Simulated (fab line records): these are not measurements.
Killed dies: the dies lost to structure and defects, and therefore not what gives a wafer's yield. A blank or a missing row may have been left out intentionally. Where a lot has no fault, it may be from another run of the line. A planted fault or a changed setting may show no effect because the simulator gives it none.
fab line records -- flow n5Finfet
record lots=10, wafers=26, lastDay=17
route steps=1938 shown WELL_APT@46 PMOS_HMC_CHANNEL_EPI@73 BEOL_M4@1111 PASSIVATION@1936
lots that met no fault: taken from a fault-free run of the same line
startH: hours from the record's opening day to when the first of the lot's shown wafers began -- waitH: how many hours have passed since the lot's step before this one -- " identical to the entry in the row above -- L1.1+2: a single row standing in for several wafers -- - either no value or no given start -- * or withheld: withheld -- < > ~ a bound
route shown NAME@n: a module of which the file shows steps, and the number in the route of the first -- usual: mean and standard deviation over wafers with no fault -- same: alike in all rows -- chamber/n: place in a boat -- sites: per-site readings -- _std_site: the standard deviation of these -- _edge_site: mean of outer sites minus mean of inner sites -- radiusMm: for every site, how far away it sits from the centre of the wafer -- mask NAME#n: copy n -- behind: tool/chamber where the wafer was last shaped -- hold: what put the lot on hold/how long, in hours/how the hold closed -- device: which transistor (n, p or np) failed to switch -- end of line: at the end of the route, the tests of the same wafers -- a step given without rows: its recipe and nothing more -- killed: count of dies lost to structure and defects at first sort (not the wafer's yield) -- map: a wafer's dies, marking killed ones x, the rest . and places with no die _
set.NAME: the setting as run; set.NAME@STEP: as run at that earlier step -- model.NAME: the simulator's own value behind a step, which no gauge read
the route's steps for a sample of lots (tables are steps, rows are wafers)
services: the hour from which a tool's chamber was out of use, counted from the record's first day as startH (under 0 if before that day), plus the number of hours and why
## steps
# step N5_WELL_APT_DESCUM_30
# recipe chemistry=O2, timeS=7.9, sourcePowerW=50, biasPowerW=20, pressureMtorr=20, rfFrequencyHz=2.712e+07, tempC=40, o2FlowSccm=225
# usual drypumpMotorCurrentA=5.7/0.48, oesProductAu=0.75/0.061, rfVppV=243.8/1.3, showerheadPlenumPTorr=2.13/0.073, tempC=40.01/0.1, throttleValvePct=20.46/0.29
# same timeS=7.9
lot.wafer,tool,chamber,startH,waitH,drypumpMotorCurrentA,oesProductAu,rfHoursCounterH,rfVppV,showerheadPlenumPTorr,tempC,throttleValvePct
L839.2,rieDiel-06,1,33.06,0.0,6.1,0.73,174,244.8,2.10,40.10,20.42
L839.3,rieDiel-06,0,33.06,0.0,5.7,0.84,79,243.3,2.08,40.20,19.88
L841.1,rieDiel-05,1,45.21,0.0,5.2,0.74,200,243.3,2.16,39.92,20.65
L841.2,rieDiel-05,0,45.21,0.0,6.0,0.77,144,244.2,2.16,40.03,19.97
L841.3,rieDiel-05,3,45.21,0.0,5.6,0.69,218,241.3,1.99,39.99,20.57
L845.1,rieDiel-05,1,69.16,0.0,5.2,0.74,208,243.8,2.16,40.12,20.66
L845.4,rieDiel-05,2,69.16,0.0,6.3,0.86,57,243.2,2.23,40.11,20.43
L846.1,rieDiel-06,3,75.05,0.2,5.8,0.78,151,242.9,2.06,40.13,20.32
L846.3,rieDiel-06,1,75.05,0.2,6.1,0.71,189,241.8,2.09,40.05,20.43
L848.1,rieDiel-05,2,87.55,0.4,6.3,0.84,64,245.7,2.23,39.99,20.44
L848.3,rieDiel-05,0,87.55,0.4,6.1,0.77,160,244.7,2.15,39.91,20.00
L852.2,rieDiel-05,0,110.92,0.0,6.1,0.76,168,245.1,2.15,40.08,20.01
L852.4,rieDiel-05,1,110.92,0.0,5.2,0.72,225,245.5,2.16,39.88,20.68
L852.6,rieDiel-05,2,110.92,0.0,6.3,0.82,-,245.5,2.23,40.18,20.46
L853.1,rieDiel-04,3,117.04,0.0,5.4,0.69,242,243.6,2.08,40.02,20.67
L853.2,rieDiel-04,1,117.04,0.0,5.1,0.69,204,244.7,2.16,40.00,20.77
L853.6,rieDiel-04,1,117.04,0.0,5.1,0.68,-,244.7,2.16,40.12,20.76
L854.1,rieDiel-04,1,123.44,0.0,5.1,0.69,207,243.8,2.16,40.16,20.77
L854.2,rieDiel-04,2,123.44,0.0,4.8,0.70,216,243.5,2.16,39.94,20.86
L854.3,rieDiel-04,3,123.44,0.0,5.4,0.70,245,243.2,2.08,40.08,20.67
L855.1,rieDiel-05,0,129.09,0.0,6.0,0.75,175,245.2,2.15,40.10,20.01
L855.2,rieDiel-05,1,129.09,0.0,5.2,0.71,232,244.3,2.15,40.09,20.70
L855.3,rieDiel-05,3,129.09,0.0,5.6,0.66,249,242.4,1.98,39.93,20.59
L859.1,rieDiel-05,3,153.02,0.0,5.6,0.96,2,245.8,2.24,39.93,20.27
L859.3,rieDiel-05,2,153.02,0.0,6.3,0.81,89,244.1,2.22,39.96,20.51
L859.6,rieDiel-05,1,153.02,0.0,5.2,0.71,-,243.4,2.15,39.98,20.72
# step N5_WELL_APT_RTA_34
# recipe tempC=1000, timeS=10, ambient=N2, idleTempC=600, rampUpCPerS=150, rampDownCPerS=60, coolToC=600
# usual lampPowerPct=13.00/0.051, lamp_zone_3_pct=12.994/0.029, wafer_temp_C_max=1003.5/0.98
# same timeS=10
lot.wafer,tool,chamber,startH,waitH,lampPowerPct,lamp_zone_3_pct,wafer_temp_C_max
L839.2,rtpAnneal-02,0,33.85,0.1,13.01,13.004,1003.8
L839.3,rtpAnneal-02,0,33.85,0.1,12.95,13.024,1004.4
L841.1,rtpAnneal-02,0,45.97,0.0,13.02,12.955,1003.7
L841.2,rtpAnneal-02,0,45.97,0.0,12.99,13.047,1003.6
L841.3,rtpAnneal-02,0,45.97,0.0,13.06,12.994,1004.4
L845.1,rtpAnneal-02,0,69.96,0.0,13.04,13.040,1005.5
L845.4,rtpAnneal-02,0,69.96,0.0,13.00,13.053,1003.4
L846.1,rtpAnneal-02,0,75.81,0.0,12.96,13.002,1002.8
L846.3,rtpAnneal-02,0,75.81,0.0,13.00,12.973,1002.8
L848.1,rtpAnneal-02,0,88.51,0.2,12.98,12.989,1001.7
L848.3,rtpAnneal-02,0,88.51,0.2,13.00,12.971,1002.5
L852.2,rtpAnneal-01,0,111.71,0.0,13.02,12.986,1004.3
L852.4,rtpAnneal-01,0,111.71,0.0,12.97,13.022,1002.7
L852.6,rtpAnneal-01,0,111.71,0.0,13.09,13.014,1002.7
L853.1,rtpAnneal-01,0,117.85,0.1,12.93,13.050,1003.8
L853.2,rtpAnneal-01,0,117.85,0.1,13.00,12.979,1003.5
L853.6,rtpAnneal-01,0,117.85,0.1,13.04,12.992,1001.9
L854.1,rtpAnneal-01,0,124.20,0.0,13.00,12.980,1003.5
L854.2,rtpAnneal-01,0,124.20,0.0,13.07,13.007,1003.9
L854.3,rtpAnneal-01,0,124.20,0.0,13.03,12.980,1002.6
L855.1,rtpAnneal-02,0,129.88,0.0,13.09,12.974,1002.8
L855.2,rtpAnneal-02,0,129.88,0.0,13.04,13.008,1002.9
L855.3,rtpAnneal-02,0,129.88,0.0,13.11,12.985,1001.4
L859.1,rtpAnneal-01,0,154.18,0.4,12.93,13.020,1004.6
L859.3,rtpAnneal-01,0,154.18,0.4,12.97,13.033,1003.4
L859.6,rtpAnneal-01,0,154.18,0.4,13.12,12.985,1003.7
# step N5_PMOS_HMC_CHANNEL_EPI_ETCH_38
# recipe chemistry=CF4, target=SiO2, targetDepthA=15, ionEnergyEv=350, pressureMtorr=10, icpW=800, biasW=400, cf4FlowSccm=80
# usual drypumpMotorCurrentA=5.9/0.41, heBacksideLeakSccm=2.8/0.33, oesProductAu=1.014/0.015, throttleValvePct=21.9/0.3
lot.wafer,tool,chamber,startH,waitH,drypumpMotorCurrentA,heBacksideLeakSccm,oesProductAu,rfHoursCounterH,throttleValvePct
L839.2,rieSi-01,2,35.68,0.0,5.9,2.8,1.025,162,21.6
L839.3,rieSi-01,0,35.68,0.0,6.0,2.6,1.031,143,21.9
L841.1,rieSi-01,3,48.07,0.0,5.6,2.7,1.030,142,21.7
L841.2,rieSi-01,1,48.07,0.0,5.6,2.9,1.005,158,22.2
L841.3,rieSi-01,2,48.07,0.0,5.8,2.7,1.024,162,21.6
L845.1,rieSi-01,0,71.77,0.0,6.0,2.8,1.031,144,21.9
L845.4,rieSi-01,3,71.77,0.0,5.6,2.9,1.036,-,21.7
L846.1,rieSi-01,3,77.87,0.0,5.6,2.9,1.027,143,21.7
L846.3,rieSi-01,1,77.87,0.0,5.6,3.0,1.027,159,22.2
L848.1,rieSi-06,2,90.55,0.0,5.8,3.2,1.004,182,22.0
L848.3,rieSi-06,3,90.55,0.0,5.3,3.0,1.030,17,21.7
L852.2,rieSi-02,1,113.40,0.0,6.3,2.2,0.989,1,21.3
L852.4,rieSi-02,3,113.40,0.0,6.4,2.5,1.004,37,22.0
L852.6,rieSi-02,3,113.40,0.0,6.4,2.4,1.004,-,22.0
L853.1,rieSi-02,2,119.79,0.0,5.6,3.5,1.019,178,21.8
L853.2,rieSi-02,1,119.79,0.0,6.3,2.3,0.988,1,21.3
L853.6,rieSi-02,2,119.79,0.0,5.6,3.5,1.022,-,21.8
L854.1,rieSi-02,0,126.05,0.0,5.5,2.7,0.980,10,21.5
L854.2,rieSi-02,2,126.05,0.0,5.6,3.5,1.016,178,21.8
L854.3,rieSi-02,3,126.05,0.0,6.4,2.6,0.990,38,22.0
L855.1,rieSi-02,3,132.00,0.0,6.4,2.4,0.982,38,22.0
L855.2,rieSi-02,2,132.00,0.0,5.6,3.5,1.007,178,21.8
L855.3,rieSi-02,1,132.00,0.0,6.3,2.2,0.981,1,21.3
L859.1,rieSi-02,2,155.91,0.0,5.6,3.5,1.006,179,21.8
L859.3,rieSi-02,3,155.91,0.0,6.4,2.4,0.993,38,22.0
L859.6,rieSi-02,1,155.91,0.0,6.3,2.4,0.988,-,21.3
# step N5_PMOS_HMC_CHANNEL_EPI_EPI_20
# recipe material=SiGe30, maskMaterial=SiO2, pressureTorr=20, targetThkA=590, tempC=600
# usual chamberPressureTorr=20.00/0.039
lot.wafer,tool,chamber,startH,waitH,chamberPressureTorr
L839.2,epiRpcvd-01,0,36.07,0.2,19.94
L839.3,epiRpcvd-01,0,36.07,0.2,19.94
L841.1,epiRpcvd-04,0,48.26,0.0,20.02
L841.2,epiRpcvd-04,0,48.26,0.0,19.97
L841.3,epiRpcvd-04,0,48.26,0.0,19.99
L845.1,epiRpcvd-04,0,71.96,0.0,20.09
L845.4,epiRpcvd-04,0,71.96,0.0,20.04
L846.1,epiRpcvd-04,0,78.06,0.0,20.06
L846.3,epiRpcvd-04,0,78.06,0.0,20.01
L848.1,epiRpcvd-04,0,90.74,0.0,20.01
L848.3,epiRpcvd-04,0,90.74,0.0,19.94
L852.2,epiRpcvd-01,0,113.86,0.3,19.96
L852.4,epiRpcvd-01,0,113.86,0.3,19.95
L852.6,epiRpcvd-01,0,113.86,0.3,20.02
L853.1,epiRpcvd-02,0,120.02,0.0,19.94
L853.2,epiRpcvd-02,0,120.02,0.0,19.98
L853.6,epiRpcvd-02,0,121.35,1.4,19.93
L854.1,epiRpcvd-01,0,126.29,0.0,19.95
L854.2,epiRpcvd-01,0,126.29,0.0,20.00
L854.3,epiRpcvd-01,0,126.29,0.0,20.05
L855.1,epiRpcvd-02,0,132.23,0.0,20.03
L855.2,epiRpcvd-02,0,132.23,0.0,19.95
L855.3,epiRpcvd-02,0,132.23,0.0,20.01
L859.1,epiRpcvd-04,0,156.10,0.0,19.97
L859.3,epiRpcvd-04,0,156.10,0.0,19.95
L859.6,epiRpcvd-04,0,156.10,0.0,20.03
# step N5_PMOS_HMC_CHANNEL_EPI_THK_MEAS_22
# recipe reads=SiGe30_of_PMOS_HMC_CHANNEL_EPI_EPI_20
# usual HMC_CMP_THK=54.6/1
lot.wafer,tool,chamber,startH,waitH,HMC_CMP_THK[nm]
L839.2,filmMetro-02,-,37.61,-,55.3
L839.3,filmMetro-02,-,37.61,-,56.0
L841.1,filmMetro-01,-,49.89,-,54.7
L841.2,filmMetro-01,-,49.89,-,54.5
L841.3,filmMetro-01,-,49.89,-,55.6
L845.1,filmMetro-02,-,73.60,-,44.6
L845.4,filmMetro-02,-,73.60,-,43.9
L846.1,filmMetro-02,-,79.69,-,45.0
L846.3,filmMetro-02,-,79.69,-,55.6
L848.1,filmMetro-01,-,92.37,-,45.5
L848.3,filmMetro-01,-,92.37,-,55.2
L852.2,filmMetro-01,-,115.63,-,53.5
L852.4,filmMetro-01,-,115.63,-,52.3
L852.6,filmMetro-01,-,115.63,-,51.8
L853.1,filmMetro-02,-,122.05,-,56.0
L853.2,filmMetro-02,-,122.05,-,53.5
L853.6,filmMetro-02,-,122.05,-,55.7
L854.1,filmMetro-02,-,128.40,-,54.1
L854.2,filmMetro-02,-,128.40,-,55.4
L854.3,filmMetro-02,-,128.40,-,52.4
L855.1,filmMetro-01,-,134.34,-,52.9
L855.2,filmMetro-01,-,134.34,-,55.3
L855.3,filmMetro-01,-,134.34,-,53.6
L859.1,filmMetro-02,-,157.73,-,55.5
L859.3,filmMetro-02,-,157.73,-,52.8
L859.6,filmMetro-02,-,157.73,-,53.0
# step N5_BEOL_M4_RC_MEAS_101
# usual DIBL_N=37.5/2, DIBL_P=37.5/2.5, IOFF_N=0.18/0.042, IOFF_P=0.24/0.046, IOFF_P_85C=4.0/0.65, IOFF_P_LIN=0.107/0.016, ION_N=677/15, ION_P=464/9.5, REXT_P=101/3.1, SS_N=72.0/0.76, SS_P=73.6/0.79, VT_N=249/3.5, VT_P=-249/3.2
lot.wafer,tool,chamber,startH,waitH,DIBL_N[mV/V],DIBL_P[mV/V],IOFF_N[nA/um],IOFF_P[nA/um],IOFF_P_85C[nA/um],IOFF_P_LIN[nA/um],ION_N[uA/um],ION_P[uA/um],REXT_P[ohm.um],SS_N[mV/dec],SS_P[mV/dec],VT_N[mV],VT_P[mV]
L839.2,prober-01,0,181.31,0.2,36.9,37.5,0.16,0.20,3.4,0.088,657,451,98,72.8,73.8,251,-256
L839.3,prober-01,0,181.31,0.2,37.5,39.2,0.18,0.23,3.9,0.100,670,455,100,72.1,74.4,249,-250
L841.1,prober-01,0,195.03,0.0,34.2,34.4,0.15,0.18,3.3,0.092,682,471,97,72.3,73.2,253,-254
L841.2,prober-01,0,195.03,0.0,36.0,37.9,0.18,0.24,4.1,0.111,670,457,96,72.0,73.3,247,-249
L841.3,prober-01,0,195.03,0.0,36.8,38.0,0.20,0.23,3.9,0.106,687,464,98,72.0,74.3,247,-251
L845.1,prober-02,0,221.05,0.0,38.8,74.6,0.21,8.33,77.8,0.255,691,387,117,71.1,112.1,243,-242
L845.4,prober-02,0,221.05,0.0,38.5,77.4,0.20,9.18,86.5,0.273,683,394,116,71.2,113.2,243,-247
L846.1,prober-01,0,224.89,0.0,39.3,129.7,0.24,61.09,425.4,0.643,683,397,115,72.4,152.0,244,-243
L846.3,prober-01,0,224.89,0.0,33.9,33.9,0.13,0.18,3.2,0.089,653,454,101,71.4,73.0,253,-251
L848.1,prober-01,0,244.47,0.0,37.6,82.0,0.15,9.86,91.5,0.257,672,392,115,70.9,118.6,251,-247
L848.3,prober-01,0,244.47,0.0,38.5,37.8,0.16,0.22,3.8,0.102,670,461,104,72.0,74.2,251,-251
L852.2,prober-02,0,253.53,0.2,35.3,34.4,0.12,0.18,3.1,0.087,661,461,95,71.0,72.3,254,-252
L852.4,prober-02,0,253.53,0.2,36.3,35.7,0.15,0.20,3.4,0.092,688,476,94,71.4,72.5,252,-255
L852.6,prober-02,0,253.53,0.2,35.2,34.0,0.12,0.17,3.0,0.082,648,452,96,71.3,72.6,257,-254
L853.1,prober-01,0,266.78,0.0,37.0,37.8,0.19,0.24,4.1,0.109,702,482,104,72.2,73.1,250,-248
L853.2,prober-01,0,266.78,0.0,34.2,33.9,0.13,0.19,3.3,0.090,650,451,104,71.8,72.7,252,-251
L853.6,prober-01,0,266.78,0.0,37.5,38.3,0.19,0.25,4.3,0.113,671,465,102,72.0,74.7,248,-247
L854.1,prober-01,0,273.67,0.0,40.8,40.6,0.23,0.29,4.8,0.129,690,470,106,72.2,74.2,244,-247
L854.2,prober-01,0,273.67,0.0,38.5,36.9,0.18,0.24,4.1,0.111,655,457,104,71.7,73.8,249,-247
L854.3,prober-01,0,273.67,0.0,39.0,38.1,0.19,0.25,4.2,0.115,664,460,106,71.6,73.0,249,-247
L855.1,prober-01,0,291.42,0.5,36.3,37.2,0.17,0.24,4.0,0.113,693,480,99,70.8,72.9,248,-247
L855.2,prober-01,0,291.42,0.5,35.6,35.8,0.15,0.22,3.8,0.107,665,466,98,71.5,72.4,248,-248
L855.3,prober-01,0,291.42,0.5,40.4,39.2,0.25,0.27,4.5,0.121,676,461,99,73.2,73.8,248,-244
L859.1,prober-02,0,307.06,0.0,37.1,36.8,0.19,0.20,3.5,0.093,668,454,101,72.8,73.0,248,-253
L859.3,prober-02,0,307.06,0.0,35.2,35.5,0.13,0.18,3.2,0.089,659,452,102,71.5,73.1,251,-253
L859.6,prober-02,0,307.06,0.0,38.5,38.6,0.20,0.23,4.0,0.104,673,457,102,72.3,74.2,248,-249
# step N5_PASSIVATION_PROBE_49
# usual defectLimitedYield=91.8/1.5, killed_at_M0_to_M3=33/11, killed_at_M4_up=13/5, killedAtContacts=11/5.6, killedAtFrontEnd=36/12, killedAtOther=3.4/2.5, killedDies=97/18, killedOpen=64/13, killedShort=31/6.9, sort_bin_4_leakage=0.01/0.048, sort_bin_5_function=4.8/1, sort_bin_6_memory=3.1/0.64, sortNPass=1083/18, sortYieldPct=91.8/1.5
# same grossDies=1180, killedAtBackSide=0, sort_bin_8_speed[%]=0
lot.wafer,tool,chamber,startH,waitH,defectLimitedYield[%],killed_at_M0_to_M3,killed_at_M4_up,killedAtContacts,killedAtFrontEnd,killedAtOther,killedDies,killedOpen,killedShort,sort_bin_4_leakage[%],sort_bin_5_function[%],sort_bin_6_memory[%],sortNPass,sortYieldPct[%]
L846.1,prober-01,-,325.45,0.0,90.9,34,13,11,49,0,107,65,27,90.93,4.8,3.2,0,0
L846.3,prober-01,-,325.55,0.1,92.8,24,23,11,27,0,85,51,32,0,4.3,2.8,1095,92.8
L845.1,prober-02,-,325.74,0.0,93.2,24,20,8,25,3,80,55,25,93.22,4.3,2.4,0,0
L845.4,prober-02,-,325.89,0.2,90.9,58,9,9,31,0,107,69,37,90.93,4.4,4.2,0,0
L848.1,prober-01,-,349.03,0.0,92.5,27,7,13,38,3,88,55,32,92.54,4.3,2.9,0,0
L848.3,prober-01,-,349.13,0.1,91.3,20,13,20,34,16,103,61,26,0,5.4,3.1,1077,91.3
L852.2,prober-01,-,370.22,0.1,89.1,46,22,20,36,5,129,81,41,0,5.7,4.6,1051,89.1
L852.4,prober-01,-,370.32,0.2,90.1,34,20,23,34,6,117,79,36,0,5.6,4.3,1063,90.1
L852.6,prober-01,-,370.42,0.3,91.2,21,13,11,54,5,104,63,33,0,4.6,3.6,1076,91.2
L854.1,prober-01,-,373.95,0.0,90.9,35,16,11,42,3,107,56,43,0,5.4,3.0,1073,90.9
L854.2,prober-01,-,374.00,0.1,92.8,36,9,7,31,2,85,39,44,0,3.9,3.0,1095,92.8
L854.3,prober-01,-,374.05,0.1,91.4,35,15,4,46,1,101,62,27,0,5.0,2.5,1079,91.4
# killed by level:class
L846.1 HKMG_FIN:areaEtch=11 MOL_CONTACT_COAG:geometricParticle:open=10 BEOL_M0_SAQP:geometricParticle:open=10 BEOL_M0_SAQP:geometricParticle:short=8 BEOL_M1:geometricParticle:open=8 FIN_SAQP:geometricParticle:open=6 DUMMY_GATE:geometricParticle:open=6 FIN_SAQP:geometricParticle:short=5
L846.3 MOL_CONTACT_COAG:geometricParticle:open=8 BEOL_M4:geometricParticle:open=8 BEOL_M0_SAQP:geometricParticle:short=7 FIN_SAQP:geometricParticle:open=6 BEOL_M0_SAQP:geometricParticle:open=5 BEOL_M2:geometricParticle:open=5 BEOL_M4:geometricParticle:short=5 STARTING-WAFER:geometricParticle:open=5
L845.1 BEOL_M0_SAQP:geometricParticle:open=8 FIN_SAQP:geometricParticle:open=6 FIN_SAQP:geometricParticle:short=6 BEOL_M0_SAQP:geometricParticle:short=5 BEOL_M4:geometricParticle:open=5 STI_FIN_REVEAL:geometricParticle:open=4 BEOL_M5:geometricParticle:open=4 MOL_CONTACT_COAG:geometricParticle:short=4
L845.4 BEOL_M3:geometricParticle:open=13 BEOL_M0:geometricParticle:open=10 MOL_CONTACT_COAG:geometricParticle:open=8 BEOL_M0_SAQP:geometricParticle:short=8 GATE_CUT:geometricParticle:short=6 BEOL_M0_SAQP:geometricParticle:open=6 BEOL_M2:geometricParticle:short=6 FIN_SAQP:geometricParticle:open=5
L848.1 FIN_SAQP:geometricParticle:short=12 MOL_CONTACT_COAG:geometricParticle:open=11 BEOL_M1:geometricParticle:open=7 FIN_SAQP:geometricParticle:open=6 STI_FIN_REVEAL:geometricParticle:open=6 BEOL_M2:geometricParticle:open=6 DUMMY_GATE:geometricParticle:open=4 BEOL_M0_SAQP:geometricParticle:open=4
L848.3 MOL_CONTACT_COAG:geometricParticle:open=15 PASSIVATION:areaEtch=15 FIN_SAQP:geometricParticle:open=8 STI_FIN_REVEAL:geometricParticle:open=5 MOL_CONTACT_COAG:geometricParticle:short=5 FIN_SAQP:geometricParticle:short=4 STI_FIN_REVEAL:geometricParticle:short=4 BEOL_M1:geometricParticle:open=4
L852.2 MOL_CONTACT_COAG:geometricParticle:open=18 BEOL_M1:geometricParticle:open=11 FIN_SAQP:geometricParticle:short=10 BEOL_M3:geometricParticle:open=9 BEOL_M0_SAQP:geometricParticle:short=7 BEOL_M0_SAQP:geometricParticle:open=6 STI_FIN_REVEAL:geometricParticle:open=5 BEOL_M4:geometricParticle:open=5
L852.4 MOL_CONTACT_COAG:geometricParticle:open=20 BEOL_M4:geometricParticle:open=10 FIN_SAQP:geometricParticle:short=7 BEOL_M0_SAQP:geometricParticle:open=7 FIN_SAQP:geometricParticle:open=6 STI_FIN_REVEAL:geometricParticle:open=6 BEOL_M0_SAQP:geometricParticle:short=6 BEOL_M1:geometricParticle:open=6
L852.6 STI_FIN_REVEAL:geometricParticle:open=11 MOL_CONTACT_COAG:geometricParticle:open=11 FIN_SAQP:geometricParticle:short=10 BEOL_M4:geometricParticle:open=8 BEOL_M1:geometricParticle:open=8 HKMG_FIN:areaEtch=7 DUMMY_GATE:geometricParticle:open=6 FIN_SAQP:geometricParticle:open=5
L854.1 FIN_SAQP:geometricParticle:short=11 BEOL_M2:geometricParticle:open=9 MOL_CONTACT_COAG:geometricParticle:open=7 BEOL_M0_SAQP:geometricParticle:open=7 BEOL_M0_SAQP:geometricParticle:short=6 HKMG_FIN:areaEtch=5 FIN_SAQP:geometricParticle:open=4 STI_FIN_REVEAL:geometricParticle:open=4
L854.2 BEOL_M0_SAQP:geometricParticle:short=12 BEOL_M2:geometricParticle:open=6 FIN_SAQP:geometricParticle:short=5 STI_FIN_REVEAL:geometricParticle:open=4 GATE_CUT:geometricParticle:short=4 MOL_CONTACT_COAG:geometricParticle:open=4 BEOL_M1:geometricParticle:open=4 FIN_SAQP:geometricParticle:open=3
L854.3 BEOL_M0_SAQP:geometricParticle:open=10 FIN_SAQP:geometricParticle:short=10 BEOL_M2:geometricParticle:open=9 HKMG_FIN:areaEtch=9 GATE_CUT:geometricParticle:short=6 BEOL_M4:geometricParticle:open=6 STI_FIN_REVEAL:geometricParticle:open=5 ILD0:geometricParticle:open=5
## services
tool,chamber,startH,hours,kind
rieSi-01,0,24.08,8.2,repair
rieDiel-05,-,32.25,0.4,repair
rieSi-06,1,39.84,10.2,repair
rieSi-02,-,53.90,4.3,repair
rieSi-06,0,54.70,11.8,repair
rieDiel-04,0,55.45,12.6,repair
rieSi-02,1,58.64,-,clean
rieSi-01,2,66.03,18.4,repair
rieSi-06,1,78.56,15.7,repair
rieDiel-06,1,80.31,8.1,repair
rieDiel-06,0,81.71,7.0,repair
rieDiel-06,3,86.99,2.4,repair
rieDiel-06,2,88.53,27.7,repair
rieSi-02,-,89.12,0.6,repair
rieSi-01,-,124.96,15.6,pm
epiRpcvd-02,-,129.23,0.7,repair
epiRpcvd-01,-,130.92,27.2,pm
rieDiel-05,3,131.35,-,clean
rieDiel-05,3,131.35,-,consumableReplace:focusRing
rieDiel-05,3,131.35,-,consumableReplace:showerhead
rieDiel-05,3,131.35,13.3,scheduledDown
rieDiel-05,3,131.35,13.3,ventCycle
rieSi-01,2,147.21,3.1,repair
rieSi-02,0,151.61,12.7,repair
## key
firstSign step=N5_PMOS_HMC_CHANNEL_EPI_THK_MEAS_22, reading=HMC_CMP_THK, direction=down, sigmas=9.6, usual=54.6, struck=44.7
effect step=N5_BEOL_M4_RC_MEAS_101, reading=IOFF_P, direction=up, sigmas=99+, usual=0.24, struck=22.11
effect step=N5_BEOL_M4_RC_MEAS_101, reading=IOFF_P_85C, direction=up, sigmas=99+, usual=4.0, struck=170.3
effect step=N5_BEOL_M4_RC_MEAS_101, reading=SS_P, direction=up, sigmas=64, usual=73.6, struck=124.0
effect step=N5_BEOL_M4_RC_MEAS_101, reading=DIBL_P, direction=up, sigmas=21, usual=37.5, struck=90.9
effect step=N5_BEOL_M4_RC_MEAS_101, reading=IOFF_P_LIN, direction=up, sigmas=16, usual=0.107, struck=0.357
effect step=N5_BEOL_M4_RC_MEAS_101, reading=ION_P, direction=down, sigmas=7.6, usual=464, struck=393
effect step=N5_BEOL_M4_RC_MEAS_101, reading=REXT_P, direction=up, sigmas=4.9, usual=101, struck=115
effect step=N5_PASSIVATION_PROBE_49, reading=sort_bin_4_leakage, direction=up, sigmas=99+, usual=0.01, struck=91.91
metAt N5_PMOS_HMC_CHANNEL_EPI_EPI_20
struckLots L845,L846,L848
struckWafers L845.1,L845.4,L846.1,L848.1
baselineLoss step=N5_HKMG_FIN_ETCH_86, wafers=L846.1
baselineLoss step=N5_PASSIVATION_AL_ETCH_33, wafers=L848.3
notActingAt N5_WELL_APT_DESCUM_30,N5_WELL_APT_RTA_34,N5_PMOS_HMC_CHANNEL_EPI_ETCH_38
onsetBetween 48.26 71.96
fault kind=processParameterDrift, tool=epiRpcvd-04, chamber=-, onsetH=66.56, steps=N5_PMOS_HMC_CHANNEL_EPI_EPI_20, channel=targetThkA, offset=*, shape=step, endH=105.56, scope=struckWafersOnly, actsIn=*, stated=*
# baselineLoss: these wafers lose ten dies or more at that step, a loss of the line's own and not of a fault; the sort's usual values leave them out
